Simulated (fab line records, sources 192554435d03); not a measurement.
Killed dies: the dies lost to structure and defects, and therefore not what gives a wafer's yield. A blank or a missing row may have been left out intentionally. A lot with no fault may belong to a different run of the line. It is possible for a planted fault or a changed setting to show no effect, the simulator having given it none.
Comparing a struck lot with a sound one    flow n5 finfet    39 steps out of a route of 1938
Sound: these wafers, L895.1, L895.3, L895.4. Struck: wafer L899.1 (left out: L899.2, L899.6 of the same lot, which were not struck); the cause appears at the end.
For every step that has rows: the tool of each side, followed by ch and its chambers, followed by its first start. Under that, the readings that differ: sound wafers    struck wafers    difference of the means    sigmas: that difference in standard deviations of wafers without a fault.
alike: a reading whose means differ by less than 2 such deviations, as well as words and numbers matching on both sides. not compared: withheld readings; readings where some wafer has no value; bounds like >300 that might hide an equal value; numbers whose values overlap and for which the record gives no deviation.
The two part at a step that has a row with sigmas, a row that says differs or no value, or rows on one side only. Numbers that don't overlap but have no deviation are shown without sigmas and don't part them. Lack of a reading on every wafer of one side parts them only where that side has two or more wafers.

first, 9 steps without rows for these wafers: N5_HKMG_FIN_COAT_29 (time 60 s, resist thk 300 nm); N5_HKMG_FIN_COAT_30 (time 60 s, resist thk 35 nm); N5_HKMG_FIN_COAT_06 (resist thk 90 nm); N5_HKMG_FIN_EBR_08; N5_HKMG_FIN_SOFTBAKE_07 (time 60 s); N5_HKMG_FIN_EXPOSE_09 (exposes mask NWFM); N5_HKMG_FIN_PEB_10 (peb time 60 s); N5_HKMG_FIN_DEVELOP_11 (develop time 30 s); N5_HKMG_FIN_DESCUM_17 (chemistry O2, time 7.9 s).
N5_HKMG_FIN_ETCH_31: etches SiARC in CF4, target depth 45.5 nm, time 75.8 s.
  sound on rie diel-03 ch 0,2,3, day 8 05:35; struck on rie diel-03 ch 1, day 9 06:55
reading                sound           struck  difference  sigmas
etch rf on time s (s)  72.3 81.0 78.6  72.2    -5.1        -2
  alike: drypump motor current A, mfc ar sccm, oes product au, rf vpp V, showerhead plenum p Torr, throttle valve pct
  not compared: rf hours counter h
then, 28 steps without rows for these wafers: N5_HKMG_FIN_ETCH_32 (etches SOC in N2/H2, target depth 240 nm, time 300 s); N5_HKMG_FIN_STRIP_33 (strips in N2/H2); N5_HKMG_FIN_STRIP_34 (strips in CF4); N5_HKMG_FIN_ETCH_35 (etches SOC in N2/H2, target depth 215.8 nm, time 243.4 s); N5_HKMG_FIN_STRIP_92 (strips SOC in N2/H2, time 20 s); N5_HKMG_FIN_WET_ETCH_18 (etches TiN in SC1, time 55 s, target depth 5.2 nm, rinse time 30 s); N5_HKMG_FIN_STRIP_19 (strips in N2/H2, time 360 s); N5_HKMG_FIN_ALD_91 (deposits TiN, target thk 1 nm, pulse time 1 s, purge time 3 s); N5_HKMG_FIN_COAT_85 (time 60 s, resist thk 300 nm); N5_HKMG_FIN_ETCH_86 (etches SOC in N2/H2, stops on TiN, target depth 393.2 nm); N5_HKMG_FIN_STRIP_89 (strips SOC in N2/H2, time 20 s); N5_HKMG_FIN_WET_ETCH_87 (etches TiN in SC1, time 154.2 s, target depth 4.7 nm, rinse time 30 s); N5_HKMG_FIN_STRIP_88 (strips in N2/H2, time 360 s); N5_HKMG_FIN_NWFM_ALD_20 (deposits TiAlC, target thk 2 nm, pulse time 3 s, purge time 2 s); N5_HKMG_FIN_ALD_71 (deposits TiN, target thk 1 nm, pulse time 1 s, purge time 3 s); N5_HKMG_FIN_COAT_66 (time 60 s, resist thk 300 nm); N5_HKMG_FIN_ETCH_67 (etches SOC in N2/H2, stops on TiN, target depth 388.9 nm); N5_HKMG_FIN_STRIP_90 (strips SOC in N2/H2, time 20 s); N5_HKMG_FIN_WET_ETCH_73 (etches the open film in SC1, time 42.3 s, target depth 1.3 nm, rinse time 30 s); N5_HKMG_FIN_ETCHBACK_68 (etches the open film in Cl2/Ar, stops on HfO2, target depth 0.5 nm); N5_HKMG_FIN_STRIP_69 (strips in N2/H2, time 360 s); N5_HKMG_FIN_ALD_21 (deposits TiN, target thk 1.5 nm, pulse time 1 s, purge time 3 s); N5_HKMG_FIN_ALD_72 (deposits W, target thk 2 nm, pulse time 1 s, purge time 2 s); N5_HKMG_FIN_W_FILL_22 (material W, target thk 60 nm, time 18.2 s); N5_HKMG_FIN_PRECLEAN_83 (cleans in DIW, time 57.5 s); N5_HKMG_FIN_SRD_84 (dry time 32 s); N5_HKMG_FIN_CMP_23 (polishes, stops on SiNx, t overpolish 10 s, target thk 46.326 nm); N5_HKMG_FIN_CMP_94 (polishes, stops on SiNx, t overpolish 4.7 s, target thk 43.299 nm).
-- here the record skips 9 days between the struck wafers' starts before and after, leaving off in module HKMG_FIN and picking up in module PASSIVATION (first step shown: number 1936 of the route) --
N5_PASSIVATION_PROBE_49:
  record: rows for the struck wafers here (prober-02, day 18 03:26), none for the sound ones

WHERE THEY PART
Earliest at N5_HKMG_FIN_ETCH_31; latest, in this record, at N5_PASSIVATION_PROBE_49.

WHY: what had been put in by the simulator
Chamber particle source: rie diel-03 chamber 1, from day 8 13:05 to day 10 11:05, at N5_HKMG_FIN_ETCH_31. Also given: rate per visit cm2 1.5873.
